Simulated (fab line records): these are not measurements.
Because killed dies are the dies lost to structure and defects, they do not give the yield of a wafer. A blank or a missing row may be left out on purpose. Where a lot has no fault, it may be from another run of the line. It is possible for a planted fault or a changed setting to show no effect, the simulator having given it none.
Chamber matching | flow nand-harc | NHARC_A_CHANNEL_FILL_D2_ETCHBACK_19 on rie-si-03 has 4 sister chambers
The step etches the open film in HBr/Cl2, target depth 5 nm, time 1.7 s. 20 wafers are shown with their chamber, then 10 later ones without.

## WAFERS, EACH WITH ITS CHAMBER
wafer  | chamber | drypump-motor-current-A (A) | oes-product-au (a.u.) | throttle-valve-pct (%)
L074.2 | 0       | 5.7                         | 1.006                 | 26.405
L074.5 | 2       | 5.9                         | 0.998                 | 26.395
L074.6 | 1       | 6.2                         | 1.006                 | 26.411
L076.1 | 1       | 6.2                         | 1.000                 | 26.411
L076.2 | 0       | 5.7                         | 1.001                 | 26.414
L076.6 | 1       | 6.2                         | 1.002                 | 26.412
L075.1 | 1       | 6.2                         | 1.002                 | 26.405
L075.2 | 2       | 5.9                         | 0.995                 | 26.420
L075.3 | 3       | 6.2                         | 1.018                 | 26.398
L080.1 | 3       | 6.2                         | 1.020                 | 26.416
L080.3 | 2       | 5.9                         | 1.000                 | 26.396
L080.5 | 3       | 6.2                         | 1.005                 | 26.417
L084.1 | 2       | 5.9                         | 0.988                 | 26.420
L084.2 | 3       | 6.3                         | 1.010                 | 26.420
L084.6 | 3       | 6.2                         | 1.018                 | 26.411
L088.1 | 2       | 5.9                         | 0.999                 | 26.414
L088.5 | 1       | 6.2                         | 1.003                 | 26.416
L088.6 | 2       | 5.9                         | 0.993                 | 26.405
L093.3 | 3       | 6.2                         | 1.007                 | 26.415
L093.5 | 2       | 5.9                         | 0.987                 | 26.404

SIGNATURES (averages over the wafers above)
reading                 | chamber 0 | chamber 1 | chamber 2 | chamber 3 | scatter within a chamber
drypump-motor-current-A | 5.700     | 6.200     | 5.900     | 6.217     | 0.0228
oes-product-au          | 1.00350   | 1.00260   | 0.99429   | 1.01300   | 0.00502
throttle-valve-pct      | 26.40950  | 26.41100  | 26.40771  | 26.41283  | 0.00818
Rule: for each reading, subtract the chamber's mean from the wafer's reading, divide by that reading's scatter and square the result; add these up over the readings and take the root, which gives the wafer's distance from the chamber. The wafer belongs to the nearest chamber; if the next one is less than 2 further off, it can't be placed. The scatter: the root of (the sum of the squares of (reading less its chamber's mean) over the shown wafers, divided by (wafers less chambers)).

## WAFERS WITH NO CHAMBER GIVEN
wafer  | drypump-motor-current-A (A) | oes-product-au (a.u.) | throttle-valve-pct (%)
L093.6 | 6.2                         | 1.015                 | 26.405
L094.1 | 5.7                         | 0.985                 | 26.409
L094.4 | 5.9                         | 0.997                 | 26.400
L094.5 | 6.2                         | 1.018                 | 26.398
L096.1 | 6.2                         | 1.005                 | 26.409
L096.3 | 6.2                         | 1.013                 | 26.396
L096.5 | 6.2                         | 0.997                 | 26.396
L097.1 | 6.2                         | 1.001                 | 26.410
L097.3 | 5.6                         | 0.989                 | 26.415
L097.6 | 5.9                         | 0.996                 | 26.404

## WHICH CHAMBER EACH WENT THROUGH
wafer  | from the rows above     | in truth
L093.6 | can't be placed: 3 or 1 | 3
L094.1 | 0                       | 0
L094.4 | 2                       | 2
L094.5 | can't be placed: 3 or 1 | 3
L096.1 | can't be placed: 1 or 3 | 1
L096.3 | can't be placed: 3 or 1 | 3
L096.5 | can't be placed: 1 or 3 | 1
L097.1 | 1                       | 1
L097.3 | 0                       | 0
L097.6 | 2                       | 2
Placed correctly: 5 of 10. Cannot be placed on the basis of these rows: 5; the candidates contain the true chamber in 5. Number placed wrongly: 0.
